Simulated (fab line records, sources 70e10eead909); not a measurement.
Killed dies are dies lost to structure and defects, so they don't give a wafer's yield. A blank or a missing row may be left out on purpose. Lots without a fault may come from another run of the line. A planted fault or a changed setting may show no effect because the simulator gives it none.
A struck lot beside a sound one | flow nand_harc | 14 steps out of a route of 1159
Sound: wafers L940.2, L940.3, L940.4. Struck: wafers L952.1, L952.2, L952.5. The cause comes at the end.
At each step with rows: each side's tool, then ch and its chambers, then its first start. Under that, the readings that differ: sound wafers | struck wafers | difference of the means | sigmas: that difference in standard deviations of wafers without a fault.
alike: readings whose means differ by less than 2 such deviations, and words and numbers that are the same on both sides. not compared: withheld readings, readings that some wafer has no value for, bounds like >300 that may hide the same value, and numbers for which the record gives no deviation and whose values overlap.
The two part at a step that has a row with sigmas, a row that says differs or no value, or rows on one side only. Numbers that don't overlap but have no deviation are shown without sigmas and don't part them. A reading that every wafer of one side lacks parts them only if that side has two wafers or more.

first, 7 steps without rows for these wafers: NHARC_A_STAIRCASE_COAT_03; NHARC_A_STAIRCASE_SOFTBAKE_04 (time 170 s); NHARC_A_STAIRCASE_EBR_05; NHARC_A_STAIRCASE_EXPOSE_06 (exposes mask STAIR); NHARC_A_STAIRCASE_PEB_07 (peb time 130 s); NHARC_A_STAIRCASE_DEVELOP_08 (time 140 s); NHARC_A_STAIRCASE_HARDBAKE_10 (time 140 s).
NHARC_A_STAIRCASE_DESCUM_11: chemistry O2, time 3 s.
  sound on rie_diel-05 ch 0,1,2, day 11 09:15; struck on rie_diel-08 ch 0,1, day 14 16:19
  alike: drypump_motor_current_A, oes_product_au, rf_vpp_V, showerhead_plenum_p_Torr, throttle_valve_pct
  not compared: rf_hours_counter_h
NHARC_A_STAIRCASE_TRIM_12: chemistry O2, time 211.2 s.
  sound on rie_diel-05 ch 1,2,3, day 11 09:37; struck on rie_diel-08 ch 0,1,2, day 14 16:26
  alike: drypump_motor_current_A, oes_product_au, rf_vpp_V, showerhead_plenum_p_Torr, throttle_valve_pct
  not compared: rf_hours_counter_h
NHARC_A_STAIRCASE_ETCH_13: etches the open film in C4F8/O2, target depth 100 nm, time 40.5 s.
  sound on rie_diel-05 ch 1,2,3; struck on rie_diel-08 ch 1,2
  alike: oes_product_au, rf_vpp_V
  not compared: rf_hours_counter_h
NHARC_A_STAIRCASE_TRIM_14: chemistry O2, time 211.2 s.
  sound on rie_diel-05 ch 0,1,2; struck on rie_diel-08 ch 0,1,2
  alike: drypump_motor_current_A, oes_product_au, rf_vpp_V, showerhead_plenum_p_Torr, throttle_valve_pct
  not compared: rf_hours_counter_h
NHARC_A_STAIRCASE_ETCH_15: etches the open film in C4F8/O2, target depth 100 nm, time 40.5 s.
  sound on rie_diel-05 ch 1,2,3, day 11 10:01; struck on rie_diel-08 ch 0,2, day 14 16:53
  reading               | sound             | struck            | difference | sigmas
  oes_product_au (a.u.) | 0.955 0.944 0.951 | 0.767 0.763 0.761 | -0.186     | -17
  alike: rf_vpp_V
  not compared: rf_hours_counter_h
NHARC_A_STAIRCASE_TRIM_16: chemistry O2, time 211.2 s.
  sound on rie_diel-05 ch 1,2,3; struck on rie_diel-08 ch 0,1
  alike: drypump_motor_current_A, oes_product_au, rf_vpp_V, showerhead_plenum_p_Torr, throttle_valve_pct
  not compared: rf_hours_counter_h
-- the record jumps here: 9 days lie between the struck wafers' starts before and after (it left off in module A_STAIRCASE and takes up again in module END, whose first step shown is number 1159 of the route) --
NHARC_END_SORT_01:
  the record has rows for the struck wafers here (prober-01 ch 0, day 23 05:51) and none for the sound ones

WHERE THEY PART
First at NHARC_A_STAIRCASE_ETCH_15; last, within this record, at NHARC_END_SORT_01.

WHY: what the simulator had put in
Process parameter drift: rie_diel-08, from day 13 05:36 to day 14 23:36, at NHARC_A_STAIRCASE_ETCH_15. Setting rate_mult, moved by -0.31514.
